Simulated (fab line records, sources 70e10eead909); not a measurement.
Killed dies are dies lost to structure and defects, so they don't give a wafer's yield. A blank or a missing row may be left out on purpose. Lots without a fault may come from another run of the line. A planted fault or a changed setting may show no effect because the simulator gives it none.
Which tool did it? | flow nand_harc | 12 lots, 36 wafers sampled, at 1 step of a route of 1159

WHAT THE GAUGES READ, wafer by wafer
NHARC_A_CONTACT_CD_MEAS_42: target cd 200 nm.
lot  | measured     | on        | cd_nm (nm)
L075 | day 16 14:19 | cd_sem-03 | 199.2 199.4 199.4
L076 | day 17 00:41 | cd_sem-02 | 200.1 200.0 200.6
L078 | day 17 22:14 | cd_sem-03 | 198.8 199.9 199.2
L081 | day 18 08:59 | cd_sem-01 | 201.2 200.9 199.6
L084 | day 18 18:56 | cd_sem-03 | 200.1 200.6 200.3
L085 | day 19 16:56 | cd_sem-03 | 200.1 200.7 198.9
L087 | day 19 21:20 | cd_sem-01 | 200.5 201.1 199.8
L090 | day 20 02:12 | cd_sem-01 | 199.5 199.9 200.0
L088 | day 20 08:17 | cd_sem-02 | 200.0 200.3 200.1
L093 | day 21 09:50 | cd_sem-01 | 199.7 200.0 199.8
L095 | day 21 17:30 | cd_sem-03 | 199.9 199.4 199.5
L096 | day 22 05:25 | cd_sem-02 | 199.4 200.1 199.9

WHICH TOOL RAN EACH LOT (tool, then ch and the chambers of the sampled wafers, then the start)
The record holds no process step before these readings.

THE ANSWER, worked out from the rows above alone
Rule: what is usual is taken from the lots themselves. Put in order of their means at a reading, lots are off if they are a third of the lots or fewer, leave a main group of 4 or more, and stand apart from it by a gap of 3 or more times the standard deviation of the main group's means; of several such gaps the widest counts. A main group whose means are all the same, to the digits that the tables above print for the reading, isn't used. A lot without any number at a reading at which 4 lots or more have one is off too. The other lots that the step has rows for count as sound.
No lot is off at any reading shown: from this, nothing can be told.

WHAT THE SIMULATOR HAD PUT IN
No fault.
